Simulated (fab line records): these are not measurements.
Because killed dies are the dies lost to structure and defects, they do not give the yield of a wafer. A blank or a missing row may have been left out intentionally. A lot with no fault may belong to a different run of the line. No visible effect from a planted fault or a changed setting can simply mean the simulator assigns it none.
Which tool was responsible? || flow nand harc || Sampling: 11 lots, 33 wafers, 8 of 1159 route steps

WHAT THE GAUGES SHOWED, per wafer
NHARC_A_CHANNEL_HOLE_D1_CD_MEAS_10: the cd target is 100 nm. Usual: cd nm reads 99.6 nm (standard deviation 0.68).
{"lot": "L467", "measured": "day 8 12:54", "on": "cd sem-02", "cd nm (nm)": "100.3 100.4 99.8", "flag": ""}
{"lot": "L473", "measured": "day 10 10:55", "on": "cd sem-02", "cd nm (nm)": "99.1 98.4 99.5", "flag": ""}
{"lot": "L475", "measured": "day 10 12:55", "on": "cd sem-03", "cd nm (nm)": "107.9 107.6 107.3", "flag": "OFF"}
{"lot": "L477", "measured": "day 11 11:49", "on": "cd sem-01", "cd nm (nm)": "105.9 106.6 105.2", "flag": "OFF"}
{"lot": "L481", "measured": "day 11 12:37", "on": "cd sem-02", "cd nm (nm)": "105.1 105.8 105.2", "flag": "OFF"}
{"lot": "L478", "measured": "day 11 13:37", "on": "cd sem-01", "cd nm (nm)": "104.7 102.6 103.6", "flag": "OFF"}
{"lot": "L479", "measured": "day 11 21:28", "on": "cd sem-01", "cd nm (nm)": "100.8 98.8 99.0", "flag": ""}
{"lot": "L483", "measured": "day 12 13:38", "on": "cd sem-01", "cd nm (nm)": "100.4 99.0 100.3", "flag": ""}
{"lot": "L485", "measured": "day 12 23:56", "on": "cd sem-01", "cd nm (nm)": "100.3 100.4 99.7", "flag": ""}
{"lot": "L488", "measured": "day 13 07:53", "on": "cd sem-02", "cd nm (nm)": "99.4 99.6 99.9", "flag": ""}
{"lot": "L487", "measured": "day 13 08:31", "on": "cd sem-01", "cd nm (nm)": "99.7 99.5 100.5", "flag": ""}

NHARC_A_CHANNEL_HOLE_D1_CD_MEAS_30. Usual: cd nm reads 89.9 nm (standard deviation 1.7).
{"lot": "L467", "measured": "day 8 19:47", "on": "cd sem-03", "cd nm (nm)": "93.3 91.1 90.4", "flag": ""}
{"lot": "L473", "measured": "day 10 17:49", "on": "cd sem-02", "cd nm (nm)": "90.6 85.8 87.4", "flag": ""}
{"lot": "L475", "measured": "day 10 21:58", "on": "cd sem-02", "cd nm (nm)": "96.0 96.6 96.9", "flag": "OFF"}
{"lot": "L477", "measured": "day 11 18:58", "on": "cd sem-01", "cd nm (nm)": "96.2 97.6 94.6", "flag": "OFF"}
{"lot": "L481", "measured": "day 11 19:38", "on": "cd sem-03", "cd nm (nm)": "94.6 98.3 98.7", "flag": "OFF"}
{"lot": "L478", "measured": "day 11 23:07", "on": "cd sem-03", "cd nm (nm)": "95.2 91.0 93.9", "flag": ""}
{"lot": "L479", "measured": "day 12 04:22", "on": "cd sem-03", "cd nm (nm)": "90.2 88.3 88.5", "flag": ""}
{"lot": "L483", "measured": "day 12 20:32", "on": "cd sem-03", "cd nm (nm)": "89.0 89.8 90.7", "flag": ""}
{"lot": "L485", "measured": "day 13 09:17", "on": "cd sem-03", "cd nm (nm)": "90.9 91.4 90.9", "flag": ""}
{"lot": "L488", "measured": "day 13 14:47", "on": "cd sem-01", "cd nm (nm)": "89.8 88.6 88.3", "flag": ""}
{"lot": "L487", "measured": "day 13 15:45", "on": "cd sem-02", "cd nm (nm)": "91.6 91.4 91.1", "flag": ""}

NHARC_END_SORT_01. Usual: killed at array 27, standard deviation 10; killed at other 0.6, standard deviation 0.96; killed at periphery 3.4, standard deviation 2.7; killed dies 31, standard deviation 10; killed open 2.9, standard deviation 1.8; killed short 1.8, standard deviation 1.4.
{"lot": "L475", "measured": "day 22 01:16", "on": "prober-02", "killed at array": 47, "killed at other": 0, "killed at periphery": 3, "killed dies": 50, "killed open": 5, "killed short": 1, "flag": ""}
{"lot": "L477", "measured": "day 22 13:23", "on": "prober-02", "killed at array": "43 26 38", "killed at other": "0 0 0", "killed at periphery": "1 2 0", "killed dies": "44 28 38", "killed open": "0 3 3", "killed short": "6 1 1", "flag": ""}
{"lot": "L481", "measured": "day 22 06:22", "on": "prober-02", "killed at array": "36 35", "killed at other": "0 0", "killed at periphery": "1 1", "killed dies": "37 36", "killed open": "3 2", "killed short": "0 0", "flag": ""}

EACH LOT AND THE TOOL THAT RAN IT (in order: tool; ch and the chambers of the sampled wafers; start)
{"lot": "L467", "NHARC_A_CHANNEL_HOLE_D1_DEP_00": "acl dep-03 ch 0, day 8 10:53", "NHARC_A_CHANNEL_HOLE_D1_EXPOSE_07": "arfi scanner-03 ch 0, day 8 12:46", "NHARC_A_CHANNEL_HOLE_D1_ETCH_34": "rie diel-07 ch 0,1, day 8 14:18 or earlier", "NHARC_A_CHANNEL_HOLE_D1_ETCH_19": "har etch-01 ch 0,1, day 8 14:18", "NHARC_A_CHANNEL_HOLE_D1_XSEM_31": "xsem-02 ch 0, day 8 19:53"}
{"lot": "L473", "NHARC_A_CHANNEL_HOLE_D1_DEP_00": "acl dep-01 ch 0, day 10 08:24", "NHARC_A_CHANNEL_HOLE_D1_EXPOSE_07": "arfi scanner-03 ch 0, day 10 10:46", "NHARC_A_CHANNEL_HOLE_D1_ETCH_34": "rie diel-05 ch 0,1,3, day 10 12:17 or earlier", "NHARC_A_CHANNEL_HOLE_D1_ETCH_19": "har etch-01 ch 0,1, day 10 12:17", "NHARC_A_CHANNEL_HOLE_D1_XSEM_31": "xsem-01 ch 0, day 10 17:54"}
{"lot": "L475", "NHARC_A_CHANNEL_HOLE_D1_DEP_00": "acl dep-01 ch 0, day 10 10:37", "NHARC_A_CHANNEL_HOLE_D1_EXPOSE_07": "arfi scanner-03 ch 0, day 10 12:47", "NHARC_A_CHANNEL_HOLE_D1_ETCH_34": "rie diel-05 ch 0,1,2, day 10 16:29 or earlier", "NHARC_A_CHANNEL_HOLE_D1_ETCH_19": "har etch-01 ch 0,1, day 10 16:29", "NHARC_A_CHANNEL_HOLE_D1_XSEM_31": "xsem-01 ch 0, day 10 22:03"}
{"lot": "L477", "NHARC_A_CHANNEL_HOLE_D1_DEP_00": "acl dep-01 ch 0, day 11 09:11", "NHARC_A_CHANNEL_HOLE_D1_EXPOSE_07": "arfi scanner-03 ch 0, day 11 11:41", "NHARC_A_CHANNEL_HOLE_D1_ETCH_34": "rie diel-02 ch 1,2,3, day 11 13:23 or earlier", "NHARC_A_CHANNEL_HOLE_D1_ETCH_19": "har etch-02 ch 0,1, day 11 13:23", "NHARC_A_CHANNEL_HOLE_D1_XSEM_31": "xsem-01 ch 0, day 11 19:03"}
{"lot": "L481", "NHARC_A_CHANNEL_HOLE_D1_DEP_00": "acl dep-02 ch 0, day 11 10:25", "NHARC_A_CHANNEL_HOLE_D1_EXPOSE_07": "arfi scanner-03 ch 0, day 11 12:28", "NHARC_A_CHANNEL_HOLE_D1_ETCH_34": "rie diel-07 ch 0,1,2, day 11 13:59 or earlier", "NHARC_A_CHANNEL_HOLE_D1_ETCH_19": "har etch-01 ch 1, day 11 13:59", "NHARC_A_CHANNEL_HOLE_D1_XSEM_31": "xsem-02 ch 0, day 11 19:44"}
{"lot": "L478", "NHARC_A_CHANNEL_HOLE_D1_DEP_00": "acl dep-01 ch 0, day 11 11:05", "NHARC_A_CHANNEL_HOLE_D1_EXPOSE_07": "arfi scanner-03 ch 0, day 11 13:28", "NHARC_A_CHANNEL_HOLE_D1_ETCH_34": "rie diel-05 ch 0,1,3, day 11 17:36 or earlier", "NHARC_A_CHANNEL_HOLE_D1_ETCH_19": "har etch-02 ch 1, day 11 17:36", "NHARC_A_CHANNEL_HOLE_D1_XSEM_31": "xsem-01 ch 0, day 11 23:12"}
{"lot": "L479", "NHARC_A_CHANNEL_HOLE_D1_DEP_00": "acl dep-01 ch 0, day 11 19:28", "NHARC_A_CHANNEL_HOLE_D1_EXPOSE_07": "arfi scanner-01 ch 0, day 11 21:20", "NHARC_A_CHANNEL_HOLE_D1_ETCH_34": "rie diel-05 ch 1,2,3, day 11 22:53 or earlier", "NHARC_A_CHANNEL_HOLE_D1_ETCH_19": "har etch-02 ch 0,1, day 11 22:53", "NHARC_A_CHANNEL_HOLE_D1_XSEM_31": "xsem-01 ch 0, day 12 04:26"}
{"lot": "L483", "NHARC_A_CHANNEL_HOLE_D1_DEP_00": "acl dep-03 ch 0, day 12 11:18", "NHARC_A_CHANNEL_HOLE_D1_EXPOSE_07": "arfi scanner-02 ch 0, day 12 13:30", "NHARC_A_CHANNEL_HOLE_D1_ETCH_34": "rie diel-07 ch 0,1,3, day 12 15:00 or earlier", "NHARC_A_CHANNEL_HOLE_D1_ETCH_19": "har etch-02 ch 0,1, day 12 15:00", "NHARC_A_CHANNEL_HOLE_D1_XSEM_31": "xsem-01 ch 0, day 12 20:37"}
{"lot": "L485", "NHARC_A_CHANNEL_HOLE_D1_DEP_00": "acl dep-01 ch 0, day 12 21:56", "NHARC_A_CHANNEL_HOLE_D1_EXPOSE_07": "arfi scanner-01 ch 0, day 12 23:48", "NHARC_A_CHANNEL_HOLE_D1_ETCH_34": "rie diel-05 ch 1,2,3, day 13 03:39 or earlier", "NHARC_A_CHANNEL_HOLE_D1_ETCH_19": "har etch-01 ch 0,1, day 13 03:39", "NHARC_A_CHANNEL_HOLE_D1_XSEM_31": "xsem-02 ch 0, day 13 09:23"}
{"lot": "L488", "NHARC_A_CHANNEL_HOLE_D1_DEP_00": "acl dep-03 ch 0, day 13 05:32", "NHARC_A_CHANNEL_HOLE_D1_EXPOSE_07": "arfi scanner-02 ch 0, day 13 07:44", "NHARC_A_CHANNEL_HOLE_D1_ETCH_34": "rie diel-05 ch 0,2,3, day 13 09:17 or earlier", "NHARC_A_CHANNEL_HOLE_D1_ETCH_19": "har etch-01 ch 0,1, day 13 09:17", "NHARC_A_CHANNEL_HOLE_D1_XSEM_31": "xsem-01 ch 0, day 13 14:52"}
{"lot": "L487", "NHARC_A_CHANNEL_HOLE_D1_DEP_00": "acl dep-02 ch 0, day 13 06:13", "NHARC_A_CHANNEL_HOLE_D1_EXPOSE_07": "arfi scanner-01 ch 0, day 13 08:23", "NHARC_A_CHANNEL_HOLE_D1_ETCH_34": "rie diel-02 ch 0,3, day 13 10:05 or earlier", "NHARC_A_CHANNEL_HOLE_D1_ETCH_19": "har etch-02 ch 0,1, day 13 10:05", "NHARC_A_CHANNEL_HOLE_D1_XSEM_31": "xsem-01 ch 0, day 13 15:51"}
- NHARC_A_CHANNEL_HOLE_D1_DEP_00: deposits aC, target thk 3100 nm.
- NHARC_A_CHANNEL_HOLE_D1_EXPOSE_07: exposes mask HOLE D1, target cd 100 nm.
- NHARC_A_CHANNEL_HOLE_D1_ETCH_34: etches the open film in CF4/CHF3, target depth 154 nm, time 77 s.
- NHARC_A_CHANNEL_HOLE_D1_ETCH_19: etches the open film in C4F8/O2/Ar, time 34.5 s.
- NHARC_A_CHANNEL_HOLE_D1_XSEM_31

AS READ BY THE TOOLS THEMSELVES (means over the sampled wafers that have a number; for cases with no such wafer, the mark the record gives instead)
NHARC_A_CHANNEL_HOLE_D1_DEP_00. Usual: throttle valve pct reads 35.001 % (standard deviation 0.0088).
{"lot": "L467", "tool": "acl dep-03", "throttle valve pct (%)": 34.996, "flag": ""}
{"lot": "L473", "tool": "acl dep-01", "throttle valve pct (%)": 35.005, "flag": ""}
{"lot": "L475", "tool": "acl dep-01", "throttle valve pct (%)": 34.996, "flag": ""}
{"lot": "L477", "tool": "acl dep-01", "throttle valve pct (%)": 35.002, "flag": ""}
{"lot": "L481", "tool": "acl dep-02", "throttle valve pct (%)": 34.998, "flag": ""}
{"lot": "L478", "tool": "acl dep-01", "throttle valve pct (%)": 35.005, "flag": ""}
{"lot": "L479", "tool": "acl dep-01", "throttle valve pct (%)": 35.010, "flag": ""}
{"lot": "L483", "tool": "acl dep-03", "throttle valve pct (%)": 35.004, "flag": ""}
{"lot": "L485", "tool": "acl dep-01", "throttle valve pct (%)": 34.992, "flag": ""}
{"lot": "L488", "tool": "acl dep-03", "throttle valve pct (%)": 34.998, "flag": ""}
{"lot": "L487", "tool": "acl dep-02", "throttle valve pct (%)": 35.003, "flag": ""}

NHARC_A_CHANNEL_HOLE_D1_EXPOSE_07. Usual: exposure dose mJ cm2 reads 59.64 (standard deviation 0.049).
{"lot": "L467", "tool": "arfi scanner-03", "exposure dose mJ cm2": 59.66, "flag": ""}
{"lot": "L473", "tool": "arfi scanner-03", "exposure dose mJ cm2": 59.69, "flag": ""}
{"lot": "L475", "tool": "arfi scanner-03", "exposure dose mJ cm2": 70.93, "flag": "OFF"}
{"lot": "L477", "tool": "arfi scanner-03", "exposure dose mJ cm2": 68.59, "flag": "OFF"}
{"lot": "L481", "tool": "arfi scanner-03", "exposure dose mJ cm2": 66.82, "flag": "OFF"}
{"lot": "L478", "tool": "arfi scanner-03", "exposure dose mJ cm2": 65.44, "flag": "OFF"}
{"lot": "L479", "tool": "arfi scanner-01", "exposure dose mJ cm2": 59.62, "flag": ""}
{"lot": "L483", "tool": "arfi scanner-02", "exposure dose mJ cm2": 59.61, "flag": ""}
{"lot": "L485", "tool": "arfi scanner-01", "exposure dose mJ cm2": 59.57, "flag": ""}
{"lot": "L488", "tool": "arfi scanner-02", "exposure dose mJ cm2": 59.67, "flag": ""}
{"lot": "L487", "tool": "arfi scanner-01", "exposure dose mJ cm2": 59.65, "flag": ""}

NHARC_A_CHANNEL_HOLE_D1_ETCH_34. Usual: drypump motor current A 5.8 A, standard deviation 0.33; oes product au 0.946 a.u., standard deviation 0.022; rf vpp V 370.5 V, standard deviation 2.5; showerhead plenum p Torr 1.57 Torr, standard deviation 0.07; throttle valve pct 16.801 %, standard deviation 0.01.
{"lot": "L467", "tool": "rie diel-07", "drypump motor current A (A)": 5.5, "oes product au (a.u.)": 0.927, "rf vpp V (V)": 370.4, "showerhead plenum p Torr (Torr)": 1.56, "throttle valve pct (%)": 16.802, "flag": ""}
{"lot": "L473", "tool": "rie diel-05", "drypump motor current A (A)": 5.7, "oes product au (a.u.)": 0.962, "rf vpp V (V)": 369.2, "showerhead plenum p Torr (Torr)": 1.53, "throttle valve pct (%)": 16.800, "flag": ""}
{"lot": "L475", "tool": "rie diel-05", "drypump motor current A (A)": 5.5, "oes product au (a.u.)": 0.964, "rf vpp V (V)": 370.5, "showerhead plenum p Torr (Torr)": 1.58, "throttle valve pct (%)": 16.812, "flag": ""}
{"lot": "L477", "tool": "rie diel-02", "drypump motor current A (A)": 5.9, "oes product au (a.u.)": 0.934, "rf vpp V (V)": 370.4, "showerhead plenum p Torr (Torr)": 1.57, "throttle valve pct (%)": 16.803, "flag": ""}
{"lot": "L481", "tool": "rie diel-07", "drypump motor current A (A)": 5.6, "oes product au (a.u.)": 0.970, "rf vpp V (V)": 369.6, "showerhead plenum p Torr (Torr)": 1.57, "throttle valve pct (%)": 16.800, "flag": ""}
{"lot": "L478", "tool": "rie diel-05", "drypump motor current A (A)": 5.7, "oes product au (a.u.)": 0.907, "rf vpp V (V)": 369.4, "showerhead plenum p Torr (Torr)": 1.53, "throttle valve pct (%)": 16.806, "flag": ""}
{"lot": "L479", "tool": "rie diel-05", "drypump motor current A (A)": 5.8, "oes product au (a.u.)": 0.968, "rf vpp V (V)": 369.5, "showerhead plenum p Torr (Torr)": 1.54, "throttle valve pct (%)": 16.802, "flag": ""}
{"lot": "L483", "tool": "rie diel-07", "drypump motor current A (A)": 5.8, "oes product au (a.u.)": 0.976, "rf vpp V (V)": 369.3, "showerhead plenum p Torr (Torr)": 1.55, "throttle valve pct (%)": 16.803, "flag": ""}
{"lot": "L485", "tool": "rie diel-05", "drypump motor current A (A)": 5.8, "oes product au (a.u.)": 0.963, "rf vpp V (V)": 369.6, "showerhead plenum p Torr (Torr)": 1.54, "throttle valve pct (%)": 16.795, "flag": ""}
{"lot": "L488", "tool": "rie diel-05", "drypump motor current A (A)": 5.6, "oes product au (a.u.)": 0.954, "rf vpp V (V)": 371.0, "showerhead plenum p Torr (Torr)": 1.59, "throttle valve pct (%)": 16.807, "flag": ""}
{"lot": "L487", "tool": "rie diel-02", "drypump motor current A (A)": 5.7, "oes product au (a.u.)": 0.917, "rf vpp V (V)": 372.9, "showerhead plenum p Torr (Torr)": 1.62, "throttle valve pct (%)": 16.798, "flag": ""}

NHARC_A_CHANNEL_HOLE_D1_ETCH_19. Usual: drypump motor current A 6.02 A, standard deviation 0.26; showerhead plenum p Torr 3.78 Torr, standard deviation 0.11; throttle valve pct 37.038 %, standard deviation 0.0091.
{"lot": "L467", "tool": "har etch-01", "drypump motor current A (A)": 5.87, "showerhead plenum p Torr (Torr)": 3.84, "throttle valve pct (%)": 37.043, "flag": ""}
{"lot": "L473", "tool": "har etch-01", "drypump motor current A (A)": 5.86, "showerhead plenum p Torr (Torr)": 3.83, "throttle valve pct (%)": 37.033, "flag": ""}
{"lot": "L475", "tool": "har etch-01", "drypump motor current A (A)": 5.86, "showerhead plenum p Torr (Torr)": 3.82, "throttle valve pct (%)": 37.028, "flag": ""}
{"lot": "L477", "tool": "har etch-02", "drypump motor current A (A)": 6.20, "showerhead plenum p Torr (Torr)": 3.71, "throttle valve pct (%)": 37.037, "flag": ""}
{"lot": "L481", "tool": "har etch-01", "drypump motor current A (A)": 6.19, "showerhead plenum p Torr (Torr)": 3.75, "throttle valve pct (%)": 37.028, "flag": ""}
{"lot": "L478", "tool": "har etch-02", "drypump motor current A (A)": 6.38, "showerhead plenum p Torr (Torr)": 3.61, "throttle valve pct (%)": 37.033, "flag": ""}
{"lot": "L479", "tool": "har etch-02", "drypump motor current A (A)": 6.18, "showerhead plenum p Torr (Torr)": 3.71, "throttle valve pct (%)": 37.041, "flag": ""}
{"lot": "L483", "tool": "har etch-02", "drypump motor current A (A)": 6.19, "showerhead plenum p Torr (Torr)": 3.71, "throttle valve pct (%)": 37.043, "flag": ""}
{"lot": "L485", "tool": "har etch-01", "drypump motor current A (A)": 5.87, "showerhead plenum p Torr (Torr)": 3.81, "throttle valve pct (%)": 37.045, "flag": ""}
{"lot": "L488", "tool": "har etch-01", "drypump motor current A (A)": 6.03, "showerhead plenum p Torr (Torr)": 3.77, "throttle valve pct (%)": 37.036, "flag": ""}
{"lot": "L487", "tool": "har etch-02", "drypump motor current A (A)": 6.19, "showerhead plenum p Torr (Torr)": 3.70, "throttle valve pct (%)": 37.051, "flag": ""}

NHARC_A_CHANNEL_HOLE_D1_XSEM_31. Usual: bot cd nm 74.5 nm, standard deviation 1.8; bow nm 8.62 nm, standard deviation 0.25; tilt deg 0.07 degrees, standard deviation 0.042.
{"lot": "L467", "tool": "xsem-02", "bot cd nm (nm)": 76.7, "bow nm (nm)": 8.90, "tilt deg (degrees)": 0.13, "flag": ""}
{"lot": "L473", "tool": "xsem-01", "bot cd nm (nm)": 72.3, "bow nm (nm)": 8.67, "tilt deg (degrees)": 0.06, "flag": ""}
{"lot": "L475", "tool": "xsem-01", "bot cd nm (nm)": 80.7, "bow nm (nm)": 8.71, "tilt deg (degrees)": 0.11, "flag": "OFF"}
{"lot": "L477", "tool": "xsem-01", "bot cd nm (nm)": 80.8, "bow nm (nm)": 8.27, "tilt deg (degrees)": 0.02, "flag": "OFF"}
{"lot": "L481", "tool": "xsem-02", "bot cd nm (nm)": 82.9, "bow nm (nm)": 8.69, "tilt deg (degrees)": 0.13, "flag": "OFF"}
{"lot": "L478", "tool": "xsem-01", "bot cd nm (nm)": 78.4, "bow nm (nm)": 8.82, "tilt deg (degrees)": 0.05, "flag": ""}
{"lot": "L479", "tool": "xsem-01", "bot cd nm (nm)": 72.9, "bow nm (nm)": 8.01, "tilt deg (degrees)": 0.06, "flag": ""}
{"lot": "L483", "tool": "xsem-01", "bot cd nm (nm)": 73.8, "bow nm (nm)": 8.25, "tilt deg (degrees)": 0.05, "flag": ""}
{"lot": "L485", "tool": "xsem-02", "bot cd nm (nm)": 75.3, "bow nm (nm)": 8.91, "tilt deg (degrees)": 0.08, "flag": ""}
{"lot": "L488", "tool": "xsem-01", "bot cd nm (nm)": 73.5, "bow nm (nm)": 9.14, "tilt deg (degrees)": 0.10, "flag": ""}
{"lot": "L487", "tool": "xsem-01", "bot cd nm (nm)": 76.6, "bow nm (nm)": 8.72, "tilt deg (degrees)": 0.05, "flag": ""}

THE ANSWER, worked out from the rows above alone
Rule: lot off if the mean of its wafers having a number is beyond 3 standard deviations from the usual mean. A lot without any number at a reading at which 4 lots or more have one is off too. The other lots that the step has rows for count as sound. The gauges are gone through in route order, then the tools' own readings, and for those a lot's mean is taken as printed above. At the first step where some lot is off, the reading lying furthest off is the one used; lots without a number count as furthest.
Off: L475, L477, L481, L478, at NHARC_A_CHANNEL_HOLE_D1_CD_MEAS_10 (cd nm).
A tool fits if, at a process step before that reading, it ran every lot that is off, and no sound lot after the first of them. Not tried: the gauges at NHARC_A_CHANNEL_HOLE_D1_CD_MEAS_10; whatever is off there is also off at NHARC_A_CHANNEL_HOLE_D1_EXPOSE_07, on other tools, and gauge error can't account for it. One candidate fits, namely arfi scanner-03 at NHARC_A_CHANNEL_HOLE_D1_EXPOSE_07. Its last sound lot is L473 (day 10 10:46), its first lot that is off L475 (day 10 12:47): a fault that began between those two fits.
The tool's own readings at NHARC_A_CHANNEL_HOLE_D1_EXPOSE_07 bear it out: on the lots that are off they differ by more than 5 times the standard deviation of the sound lots' means. exposure dose mJ cm2 reads 67.94 there against 59.64 on the sound lots.

WHAT HAD BEEN PUT IN BY THE SIMULATOR
Process parameters drifting: arfi scanner-03 at NHARC_A_CHANNEL_HOLE_D1_EXPOSE_07, beginning at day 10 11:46. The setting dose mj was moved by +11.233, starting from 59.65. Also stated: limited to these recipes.
Shown lots that were struck: L475, L477, L481, L478. This agrees with what the rule above found.
